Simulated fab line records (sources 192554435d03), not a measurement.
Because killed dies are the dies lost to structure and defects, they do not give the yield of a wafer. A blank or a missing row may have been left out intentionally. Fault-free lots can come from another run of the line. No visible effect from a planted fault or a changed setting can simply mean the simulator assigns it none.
fab line records	flow n5Finfet
[record] lots = 24	wafers = 72	lastDay = 18
route steps=1938 shown BEOL_M2@878 BEOL_M3@934
lots that met no fault: taken from a fault-free run of the same line
startH: hours from the record's first day to the start of the lot's first wafer shown	waitH: hours since the lot's step before	" unchanged from the row above	L1.1+2: several wafers, shown together as one row	- no value present, or no start provided	* or withheld: withheld	< > ~ a bound
route shown NAME@n: a module of which the file shows steps, and the number in the route of the first	usual: the fault-free wafers' mean and standard deviation	same: alike in all rows	chamber/n: place in a boat	sites: each site's reading	_std_site: the standard deviation of these	_edge_site: outer sites' mean less inner sites'	radiusMm: how far each site lies from the wafer's centre	mask NAME#n: copy n	behind: the last tool/chamber to shape the wafer	hold: why the lot was held/for how many hours/how that ended	device: names the non-switching transistor (n, p or np)	end of line: tests run on the same wafers once the route is complete	where a step has no rows: the recipe by itself	killed: dies that structure and defects cost at the first sort, which is not the same as the wafer's yield	map: a wafer's dies, x killed, . not, _ none there
set.NAME: the setting as run; set.NAME@STEP: as run at that earlier step	model.NAME: the simulator's own value behind a step, which no gauge read
the route's steps for a sample of lots (tables are steps, rows are wafers)
services: when a tool's chamber went out of use (startH, in hours from the record's first day, below 0 if earlier), for how many hours, and the reason
[[steps]]
[step N5_BEOL_M2_INSPECT_30]
[recipe] mode = adi	inspectInstrument = brightfield
[usual] rawDefectCount = 413/100
lot.wafer	tool	chamber	startH	waitH	rawDefectCount
L074.2	defectInspect-01	-	139.28	0.0	522
L074.3	"	-	"	"	378
L074.5	"	-	"	"	298
L075.1	defectInspect-01	-	145.12	0.1	447
L075.5	"	-	"	"	318
L075.6	"	-	"	"	511
L076.1	defectInspect-02	-	145.54	0.1	571
L076.3	"	-	"	"	736
L076.5	"	-	"	"	649
L077.2	defectInspect-02	-	145.75	0.0	484
L077.5	"	-	"	"	634
L077.6	"	-	"	"	361
L078.3	defectInspect-01	-	157.92	0.0	504
L078.5	"	-	"	"	493
L078.6	"	-	"	"	420
L079.2	defectInspect-02	-	158.42	0.0	503
L079.5	"	-	"	"	563
L079.6	"	-	"	"	370
L081.1	defectInspect-02	-	181.95	0.1	348
L081.4	"	-	"	"	379
L081.6	"	-	"	"	306
L080.2	defectInspect-01	-	182.21	0.0	351
L080.3	"	-	"	"	382
L080.6	"	-	"	"	402
L082.1	defectInspect-01	-	182.99	0.1	299
L082.2	"	-	"	"	392
L082.5	"	-	"	"	280
L083.2	defectInspect-02	-	193.32	0.0	474
L083.5	"	-	"	"	547
L083.6	"	-	"	"	373
L084.1	defectInspect-02	-	197.97	0.1	374
L084.5	"	-	"	"	486
L084.6	"	-	"	"	433
L085.2	defectInspect-02	-	202.48	0.0	439
L085.3	"	-	"	"	615
L085.5	"	-	"	"	365
L086.1	defectInspect-02	-	215.33	0.1	634
L086.5	"	-	"	"	349
L086.6	"	-	"	"	474
L087.2	defectInspect-01	-	224.53	0.1	258
L087.3	"	-	"	"	293
L087.5	"	-	"	"	264
L089.1	defectInspect-02	-	226.00	0.1	330
L089.2	"	-	"	"	291
L089.5	"	-	"	"	336
L088.1	defectInspect-02	-	226.18	0.1	352
L088.3	"	-	"	"	371
L088.5	"	-	"	"	384
L090.1	defectInspect-01	-	241.64	0.1	322
L090.3	"	-	"	"	285
L090.4	"	-	"	"	508
L091.1	defectInspect-01	-	245.46	0.1	475
L091.2	"	-	"	"	426
L091.5	"	-	"	"	373
L092.1	defectInspect-02	-	248.45	0.1	335
L092.2	"	-	"	"	580
L092.3	"	-	"	"	481
L095.2	defectInspect-02	-	258.66	0.0	400
L095.3	"	-	"	"	381
L095.4	"	-	"	"	312
L094.2	defectInspect-01	-	262.83	0.0	418
L094.4	"	-	"	"	418
L094.5	"	-	"	"	302
L093.1	defectInspect-02	-	270.32	0.1	396
L093.4	"	-	"	"	470
L093.5	"	-	"	"	345
L096.2	defectInspect-02	-	274.99	0.0	362
L096.3	"	-	"	"	562
L096.6	"	-	"	"	530
L097.1	defectInspect-02	-	279.37	0.1	268
L097.5	"	-	"	"	423
L097.6	"	-	"	"	287
[step N5_BEOL_M2_ANNEAL_80]
[recipe] tempC = 400	timeS = 240	ambient = vacuum
[usual] heaterPowerW = 820/100
[same] timeS = 240
lot.wafer	tool	chamber	startH	waitH	heaterPowerW
L074.2	pvdSputter-01	-	142.07	0.0	722
L074.3	"	-	"	"	901
L074.5	"	-	"	"	728
L075.1	pvdSputter-03	-	147.79	0.0	687
L075.5	"	-	"	"	795
L075.6	"	-	"	"	774
L076.1	pvdSputter-02	-	149.86	0.0	750
L076.3	"	-	"	"	875
L076.5	"	-	"	"	870
L077.2	pvdSputter-03	-	151.13	0.0	772
L077.5	"	-	"	"	761
L077.6	"	-	"	"	804
L078.3	pvdSputter-03	-	170.10	0.0	782
L078.5	"	-	"	"	806
L078.6	"	-	"	"	778
L079.2	pvdSputter-03	-	171.94	0.0	792
L079.5	"	-	"	"	733
L079.6	"	-	"	"	787
L080.2	pvdSputter-02	-	188.00	0.0	874
L080.3	"	-	"	"	1035
L080.6	"	-	"	"	741
L081.1	pvdSputter-02	-	189.84	0.0	1043
L081.4	"	-	"	"	773
L081.6	"	-	"	"	838
L082.1	pvdSputter-02	-	192.68	0.0	872
L082.2	"	-	"	"	849
L082.5	"	-	"	"	1041
L083.2	pvdSputter-03	-	199.66	0.0	750
L083.5	"	-	"	"	796
L083.6	"	-	"	"	767
L084.1	pvdSputter-02	-	200.99	0.0	818
L084.5	"	-	"	"	815
L084.6	"	-	"	"	1021
L085.2	pvdSputter-01	-	204.95	0.0	876
L085.3	"	-	"	"	725
L085.5	"	-	"	"	896
L086.1	pvdSputter-02	-	217.96	0.0	844
L086.5	"	-	"	"	882
L086.6	"	-	"	"	1018
L087.2	pvdSputter-02	-	229.97	0.0	739
L087.3	"	-	"	"	1028
L087.5	"	-	"	"	752
L089.1	pvdSputter-03	-	237.04	0.0	708
L089.2	"	-	"	"	703
L089.5	"	-	"	"	698
L088.1	pvdSputter-02	-	240.40	0.0	739
L088.3	"	-	"	"	1036
L088.5	"	-	"	"	1055
L090.1	pvdSputter-02	-	245.16	0.0	746
L090.3	"	-	"	"	840
L090.4	"	-	"	"	1059
L091.1	pvdSputter-01	-	249.77	0.0	871
L091.2	"	-	"	"	897
L091.5	"	-	"	"	857
L092.1	pvdSputter-01	-	252.64	0.0	715
L092.2	"	-	"	"	868
L092.3	"	-	"	"	858
L095.2	pvdSputter-03	-	270.28	0.0	714
L095.3	"	-	"	"	742
L095.4	"	-	"	"	804
L094.2	pvdSputter-02	-	272.11	0.0	808
L094.4	"	-	"	"	745
L094.5	"	-	"	"	739
L093.1	pvdSputter-03	-	279.02	0.0	703
L093.4	"	-	"	"	803
L093.5	"	-	"	"	772
L096.2	pvdSputter-01	-	288.26	0.0	856
L096.3	"	-	"	"	713
L096.6	"	-	"	"	881
L097.1	pvdSputter-01	-	299.22	0.0	715
L097.5	"	-	"	"	713
L097.6	"	-	"	"	720
[step N5_BEOL_M2_SPUTTER_92]
[recipe] material = Cu	targetThkA = 45	tempC = -20	chamberPressurePa = 0.07	powerW = withheld	timeS = 8.29
[usual] throttleValvePct = 29.9/0.97
[same] timeS = 8.29
lot.wafer	tool	chamber	startH	waitH	throttleValvePct
L074.2	pvdSputter-01	-	143.09	0.1	30.8
L074.3	"	-	"	"	30.8
L074.5	"	-	"	"	30.1
L075.1	pvdSputter-03	-	148.81	0.1	32.1
L075.5	"	-	"	"	30.3
L075.6	"	-	"	"	29.4
L076.1	pvdSputter-02	-	150.88	0.1	29.4
L076.3	"	-	"	"	29.3
L076.5	"	-	"	"	29.2
L077.2	pvdSputter-03	-	152.15	0.1	29.4
L077.5	"	-	"	"	29.3
L077.6	"	-	"	"	30.2
L078.3	pvdSputter-03	-	171.12	0.1	29.4
L078.5	"	-	"	"	30.1
L078.6	"	-	"	"	29.4
L079.2	pvdSputter-03	-	172.96	0.1	29.1
L079.5	"	-	"	"	29.2
L079.6	"	-	"	"	29.3
L080.2	pvdSputter-02	-	189.02	0.1	29.4
L080.3	"	-	"	"	29.5
L080.6	"	-	"	"	29.5
L081.1	pvdSputter-02	-	190.86	0.1	29.0
L081.4	"	-	"	"	29.2
L081.6	"	-	"	"	28.8
L082.1	pvdSputter-02	-	193.70	0.1	29.5
L082.2	"	-	"	"	29.0
L082.5	"	-	"	"	29.3
L083.2	pvdSputter-03	-	200.68	0.1	29.3
L083.5	"	-	"	"	30.6
L083.6	"	-	"	"	29.4
L084.1	pvdSputter-02	-	202.01	0.1	28.6
L084.5	"	-	"	"	28.7
L084.6	"	-	"	"	29.1
L085.2	pvdSputter-01	-	205.97	0.1	31.7
L085.3	"	-	"	"	30.7
L085.5	"	-	"	"	30.9
L086.1	pvdSputter-02	-	218.98	0.1	29.1
L086.5	"	-	"	"	29.5
L086.6	"	-	"	"	29.3
L087.2	pvdSputter-02	-	230.99	0.1	29.4
L087.3	"	-	"	"	29.1
L087.5	"	-	"	"	29.6
L089.1	pvdSputter-03	-	238.06	0.1	29.3
L089.2	"	-	"	"	31.8
L089.5	"	-	"	"	32.0
L088.1	pvdSputter-02	-	241.42	0.1	29.3
L088.3	"	-	"	"	29.2
L088.5	"	-	"	"	29.3
L090.1	pvdSputter-02	-	246.18	0.1	29.7
L090.3	"	-	"	"	29.0
L090.4	"	-	"	"	29.4
L091.1	pvdSputter-01	-	250.79	0.1	31.6
L091.2	"	-	"	"	30.9
L091.5	"	-	"	"	32.0
L092.1	pvdSputter-01	-	253.66	0.1	30.8
L092.2	"	-	"	"	31.7
L092.3	"	-	"	"	31.0
L095.2	pvdSputter-03	-	271.30	0.1	32.1
L095.3	"	-	"	"	29.4
L095.4	"	-	"	"	30.1
L094.2	pvdSputter-02	-	273.13	0.1	28.6
L094.4	"	-	"	"	29.5
L094.5	"	-	"	"	29.6
L093.1	pvdSputter-03	-	280.04	0.1	32.2
L093.4	"	-	"	"	30.3
L093.5	"	-	"	"	30.1
L096.2	pvdSputter-01	-	289.28	0.1	31.6
L096.3	"	-	"	"	30.8
L096.6	"	-	"	"	30.6
L097.1	pvdSputter-01	-	300.24	0.1	30.4
L097.5	"	-	"	"	30.8
L097.6	"	-	"	"	29.9
[step N5_BEOL_M2_SPUTTER_96]
[recipe] material = Cu	targetThkA = 45	tempC = -20	chamberPressurePa = 0.07	powerW = withheld	timeS = 8.29
[usual] throttleValvePct = 29.9/0.97
[same] timeS = 8.29
lot.wafer	tool	chamber	startH	waitH	throttleValvePct
L074.2	pvdSputter-01	-	143.53	0.1	31.0
L074.3	"	-	"	"	30.8
L074.5	"	-	"	"	29.9
L075.1	pvdSputter-03	-	149.25	0.1	32.0
L075.5	"	-	"	"	30.2
L075.6	"	-	"	"	29.7
L076.1	pvdSputter-02	-	151.32	0.1	29.3
L076.3	"	-	"	"	29.4
L076.5	"	-	"	"	29.0
L077.2	pvdSputter-03	-	152.59	0.1	29.5
L077.5	"	-	"	"	29.5
L077.6	"	-	"	"	30.2
L078.3	pvdSputter-03	-	171.56	0.1	29.2
L078.5	"	-	"	"	30.1
L078.6	"	-	"	"	29.3
L079.2	pvdSputter-03	-	175.77	0.1	29.4
L079.5	"	-	"	"	29.2
L079.6	"	-	"	"	29.4
L080.2	pvdSputter-02	-	189.46	0.1	29.4
L080.3	"	-	"	"	29.0
L080.6	"	-	"	"	29.6
L081.1	pvdSputter-02	-	191.30	0.1	29.4
L081.4	"	-	"	"	29.7
L081.6	"	-	"	"	29.0
L082.1	pvdSputter-02	-	194.14	0.1	29.1
L082.2	"	-	"	"	29.0
L082.5	"	-	"	"	29.2
L083.2	pvdSputter-03	-	201.12	0.1	29.2
L083.5	"	-	"	"	29.9
L083.6	"	-	"	"	29.3
L084.1	pvdSputter-02	-	202.45	0.1	28.6
L084.5	"	-	"	"	28.7
L084.6	"	-	"	"	29.2
L085.2	pvdSputter-01	-	206.41	0.1	31.6
L085.3	"	-	"	"	30.8
L085.5	"	-	"	"	30.6
L086.1	pvdSputter-02	-	219.42	0.1	28.9
L086.5	"	-	"	"	29.4
L086.6	"	-	"	"	29.2
L087.2	pvdSputter-02	-	231.43	0.1	29.4
L087.3	"	-	"	"	29.2
L087.5	"	-	"	"	29.9
L089.1	pvdSputter-03	-	238.50	0.1	29.3
L089.2	"	-	"	"	32.2
L089.5	"	-	"	"	32.0
L088.1	pvdSputter-02	-	241.86	0.1	29.7
L088.3	"	-	"	"	29.0
L088.5	"	-	"	"	29.0
L090.1	pvdSputter-02	-	246.62	0.1	29.5
L090.3	"	-	"	"	28.9
L090.4	"	-	"	"	29.5
L091.1	pvdSputter-01	-	251.23	0.1	31.8
L091.2	"	-	"	"	30.7
L091.5	"	-	"	"	31.7
L092.1	pvdSputter-01	-	254.10	0.1	30.8
L092.2	"	-	"	"	31.9
L092.3	"	-	"	"	30.7
L095.2	pvdSputter-03	-	271.74	0.1	31.7
L095.3	"	-	"	"	29.4
L095.4	"	-	"	"	30.1
L094.2	pvdSputter-02	-	273.57	0.1	28.7
L094.4	"	-	"	"	29.5
L094.5	"	-	"	"	29.5
L093.1	pvdSputter-03	-	280.48	0.1	32.1
L093.4	"	-	"	"	30.2
L093.5	"	-	"	"	30.2
L096.2	pvdSputter-01	-	289.72	0.1	31.5
L096.3	"	-	"	"	30.9
L096.6	"	-	"	"	30.7
L097.1	pvdSputter-01	-	300.68	0.1	31.0
L097.5	"	-	"	"	30.7
L097.6	"	-	"	"	30.2
[step N5_BEOL_M2_PRE_CLEAN_60]
[recipe] gas = NH3/H2	timeS = 15	tempC = *	rfPowerW = 300
[usual] heaterPowerW = 84/14	rfFwdPowerW = 296.7/1.3
[same] timeS = 15
lot.wafer	tool	chamber	startH	waitH	heaterPowerW	rfFwdPowerW	sinceWetCleanH
L074.2	cvdCo-02	0	144.36	0.0	89	298.9	904
L074.3	"	2	"	"	88	297.8	445
L074.5	"	2	"	"	85	296.9	-
L075.1	cvdCo-01	0	150.08	0.0	67	295.8	691
L075.5	"	1	"	"	107	297.2	-
L075.6	"	0	"	"	68	295.6	-
L076.1	cvdCo-02	1	152.15	0.0	73	298.1	15
L076.3	"	2	"	"	88	296.2	453
L076.5	"	2	"	"	87	297.2	-
L077.2	cvdCo-02	1	153.77	0.3	73	295.8	17
L077.5	"	0	"	"	89	298.7	-
L077.6	"	1	"	"	73	296.4	-
L078.3	cvdCo-01	1	172.40	0.0	112	297.8	1151
L078.5	"	2	"	"	75	296.2	-
L078.6	"	0	"	"	67	296.1	-
L079.2	cvdCo-01	2	176.76	0.0	75	294.2	259
L079.5	"	1	"	"	112	297.5	-
L079.6	"	2	"	"	75	294.1	-
L080.2	cvdCo-02	1	190.28	0.0	72	296.4	54
L080.3	"	0	"	"	90	299.4	-
L080.6	"	0	"	"	88	297.9	-
L081.1	cvdCo-02	1	192.13	0.0	73	297.1	55
L081.4	"	1	"	"	74	295.3	-
L081.6	"	1	"	"	73	295.9	-
L082.1	cvdCo-01	0	194.97	0.0	66	297.0	736
L082.2	"	1	"	"	110	299.0	1174
L082.5	"	0	"	"	67	296.3	-
L083.2	cvdCo-01	1	202.23	0.0	110	297.1	1181
L083.5	"	0	"	"	67	294.6	-
L083.6	"	1	"	"	110	295.8	-
L084.1	cvdCo-02	1	203.27	0.0	71	296.4	67
L084.5	"	0	"	"	88	298.7	-
L084.6	"	1	"	"	73	296.6	-
L085.2	cvdCo-02	2	207.50	0.0	89	296.8	508
L085.3	"	1	"	"	72	297.5	71
L085.5	"	2	"	"	86	297.4	-
L086.1	cvdCo-02	1	220.25	0.0	75	296.9	84
L086.5	"	0	"	"	92	296.8	-
L086.6	"	1	"	"	72	298.5	-
L087.2	cvdCo-02	0	232.25	0.0	90	299.1	992
L087.3	"	1	"	"	74	297.9	96
L087.5	"	2	"	"	87	295.9	-
L089.1	cvdCo-01	1	239.33	0.0	111	297.8	1218
L089.2	"	0	"	"	69	296.1	781
L089.5	"	1	"	"	110	297.3	-
L088.1	cvdCo-02	1	242.69	0.0	72	298.2	106
L088.3	"	2	"	"	89	295.6	543
L088.5	"	2	"	"	88	298.0	-
L090.1	cvdCo-02	1	247.45	0.0	71	297.7	111
L090.3	"	2	"	"	87	295.7	548
L090.4	"	0	"	"	89	295.6	-
L091.1	cvdCo-01	1	252.07	0.0	109	297.5	1231
L091.2	"	0	"	"	68	294.6	793
L091.5	"	2	"	"	78	294.9	-
L092.1	cvdCo-01	2	254.92	0.0	76	296.0	337
L092.2	"	1	"	"	108	296.1	1234
L092.3	"	0	"	"	68	297.7	796
L095.2	cvdCo-01	2	272.66	0.1	76	295.5	355
L095.3	"	0	"	"	70	296.4	814
L095.4	"	0	"	"	67	296.0	-
L094.2	cvdCo-02	0	274.40	0.0	90	296.4	1034
L094.4	"	2	"	"	88	295.9	-
L094.5	"	1	"	"	71	296.1	-
L093.1	cvdCo-02	2	281.30	0.0	87	297.0	582
L093.4	"	0	"	"	93	298.5	-
L093.5	"	1	"	"	75	296.9	-
L096.2	cvdCo-01	1	291.42	0.0	108	296.7	1270
L096.3	"	0	"	"	69	296.3	833
L096.6	"	0	"	"	67	296.7	-
L097.1	cvdCo-01	1	301.51	0.0	110	297.0	1280
L097.5	"	2	"	"	75	294.0	-
L097.6	"	0	"	"	70	295.9	-
[step N5_BEOL_M3_HM_DEP_02]
[recipe] material = TiN	targetThkA = 200	tempC = 25	chamberPressurePa = 0.49996
[usual] throttleValvePct = 29.9/0.96
lot.wafer	tool	chamber	startH	waitH	throttleValvePct
L074.2	pvdSputter-02	-	145.43	0.7	28.8
L074.3	"	-	"	"	29.2
L074.5	"	-	"	"	29.3
L075.1	pvdSputter-02	-	151.50	1.0	29.5
L075.5	"	-	"	"	28.6
L075.6	"	-	"	"	29.7
L076.1	pvdSputter-02	-	152.68	0.1	29.0
L076.3	"	-	"	"	28.7
L076.5	"	-	"	"	29.1
L077.2	pvdSputter-02	-	155.55	1.4	29.5
L077.5	"	-	"	"	28.8
L077.6	"	-	"	"	29.4
L078.3	pvdSputter-01	-	174.77	2.0	31.6
L078.5	"	-	"	"	30.1
L078.6	"	-	"	"	30.8
L079.2	pvdSputter-01	-	178.92	1.7	30.9
L079.5	"	-	"	"	30.1
L079.6	"	-	"	"	30.8
L080.2	pvdSputter-01	-	191.24	0.5	31.7
L080.3	"	-	"	"	31.1
L080.6	"	-	"	"	29.9
L081.1	pvdSputter-01	-	196.01	3.4	30.2
L081.4	"	-	"	"	30.8
L081.6	"	-	"	"	31.9
L082.1	pvdSputter-01	-	196.47	1.1	30.9
L082.2	"	-	"	"	30.0
L082.5	"	-	"	"	29.9
L083.2	pvdSputter-01	-	203.04	0.4	30.8
L083.5	"	-	"	"	30.2
L083.6	"	-	"	"	31.1
L084.1	pvdSputter-01	-	203.92	0.2	30.7
L084.5	"	-	"	"	30.6
L084.6	"	-	"	"	31.8
L085.2	pvdSputter-03	-	208.49	0.6	29.4
L085.3	"	-	"	"	29.3
L085.5	"	-	"	"	30.3
L086.1	pvdSputter-03	-	223.15	2.4	32.0
L086.5	"	-	"	"	29.3
L086.6	"	-	"	"	29.3
L087.2	pvdSputter-03	-	233.34	0.6	32.0
L087.3	"	-	"	"	29.3
L087.5	"	-	"	"	31.9
L089.1	pvdSputter-02	-	239.84	0.1	29.5
L089.2	"	-	"	"	28.8
L089.5	"	-	"	"	28.5
L088.1	pvdSputter-03	-	243.36	0.3	30.1
L088.3	"	-	"	"	32.1
L088.5	"	-	"	"	29.4
L090.1	pvdSputter-02	-	248.62	0.8	29.4
L090.3	"	-	"	"	28.7
L090.4	"	-	"	"	29.5
L091.1	pvdSputter-03	-	252.76	0.3	29.4
L091.2	"	-	"	"	32.2
L091.5	"	-	"	"	29.1
L092.1	pvdSputter-02	-	257.23	1.9	29.2
L092.2	"	-	"	"	29.4
L092.3	"	-	"	"	28.6
L095.2	pvdSputter-02	-	275.49	2.4	29.4
L095.3	"	-	"	"	29.1
L095.4	"	-	"	"	28.8
L094.2	pvdSputter-02	-	275.97	1.1	29.5
L094.4	"	-	"	"	29.0
L094.5	"	-	"	"	29.3
L093.1	pvdSputter-03	-	282.50	0.8	30.1
L093.4	"	-	"	"	29.3
L093.5	"	-	"	"	30.2
L096.2	pvdSputter-01	-	294.32	2.5	30.7
L096.3	"	-	"	"	29.8
L096.6	"	-	"	"	30.6
L097.1	pvdSputter-02	-	302.40	0.5	29.5
L097.5	"	-	"	"	28.8
L097.6	"	-	"	"	29.4
[[services]]
tool	chamber	startH	hours	kind
cvdCo-01	-	150.27	6.0	pm
pvdSputter-02	-	157.68	14.3	repair
cvdCo-02	2	170.31	5.1	repair
cvdCo-02	2	189.78	8.0	repair
pvdSputter-02	-	207.32	1.6	repair
cvdCo-01	-	208.98	14.6	pm
[[key]]
fault none
